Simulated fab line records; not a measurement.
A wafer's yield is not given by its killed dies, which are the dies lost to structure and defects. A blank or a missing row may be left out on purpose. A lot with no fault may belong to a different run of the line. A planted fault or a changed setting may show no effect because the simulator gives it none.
Chamber matching || flow nandHarc || 4 sister chambers for NHARC_A_CHANNEL_HOLE_D1_ETCH_38 on rieDiel-02
The step etches the open film in CF4, target depth 39 nm, time 65 s. 7 wafers are shown with their chamber, then 8 later ones without.

WAFERS, EACH WITH ITS CHAMBER
{"wafer": "L777.3", "chamber": 2, "showerheadPlenumPTorr (Torr)": 1.79, "throttleValvePct (%)": 13.302}
{"wafer": "L780.2", "chamber": 1, "showerheadPlenumPTorr (Torr)": 1.69, "throttleValvePct (%)": 13.295}
{"wafer": "L780.6", "chamber": 0, "showerheadPlenumPTorr (Torr)": 1.78, "throttleValvePct (%)": 13.279}
{"wafer": "L779.1", "chamber": 3, "showerheadPlenumPTorr (Torr)": 1.81, "throttleValvePct (%)": 13.272}
{"wafer": "L779.3", "chamber": 0, "showerheadPlenumPTorr (Torr)": 1.78, "throttleValvePct (%)": 13.306}
{"wafer": "L779.6", "chamber": 3, "showerheadPlenumPTorr (Torr)": 1.81, "throttleValvePct (%)": 13.292}
{"wafer": "L784.2", "chamber": 2, "showerheadPlenumPTorr (Torr)": 1.78, "throttleValvePct (%)": 13.266}

WAFERS MISSING THEIR CHAMBER
{"wafer": "L784.4", "showerheadPlenumPTorr (Torr)": 1.78, "throttleValvePct (%)": 13.284}
{"wafer": "L784.5", "showerheadPlenumPTorr (Torr)": 1.69, "throttleValvePct (%)": 13.284}
{"wafer": "L785.1", "showerheadPlenumPTorr (Torr)": 1.78, "throttleValvePct (%)": 13.288}
{"wafer": "L785.2", "showerheadPlenumPTorr (Torr)": 1.81, "throttleValvePct (%)": 13.284}
{"wafer": "L785.3", "showerheadPlenumPTorr (Torr)": 1.69, "throttleValvePct (%)": 13.267}
{"wafer": "L795.3", "showerheadPlenumPTorr (Torr)": 1.78, "throttleValvePct (%)": 13.282}
{"wafer": "L795.4", "showerheadPlenumPTorr (Torr)": 1.68, "throttleValvePct (%)": 13.293}
{"wafer": "L795.6", "showerheadPlenumPTorr (Torr)": 1.78, "throttleValvePct (%)": 13.268}

WHICH CHAMBER EACH WENT THROUGH
{"wafer": "L784.4", "from the rows above": "can't be placed: 0 or 2", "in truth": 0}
{"wafer": "L784.5", "from the rows above": 1, "in truth": 1}
{"wafer": "L785.1", "from the rows above": "can't be placed: 0 or 2", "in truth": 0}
{"wafer": "L785.2", "from the rows above": 3, "in truth": 3}
{"wafer": "L785.3", "from the rows above": 1, "in truth": 1}
{"wafer": "L795.3", "from the rows above": "can't be placed: 0 or 2", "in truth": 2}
{"wafer": "L795.4", "from the rows above": 1, "in truth": 1}
{"wafer": "L795.6", "from the rows above": "can't be placed: 0 or 2", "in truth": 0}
Placed correctly: 4 of 8. These rows do not allow placing 4 (true chamber among the candidates in 4). Placed wrongly: 0.
How it was worked out, from the rows above alone: a wafer's distance from a chamber is the root of the sum, over the readings, of the square of ((its reading less the chamber's mean) divided by the reading's scatter). If the next closest chamber is less than 2 further off than the closest, the wafer can't be placed; otherwise it belongs to the closest. Each chamber's mean is taken over the wafers shown for it. The scatter: take each reading less its chamber's mean, square it, sum over the shown wafers, divide by the number of wafers less the number of chambers, and take the root.
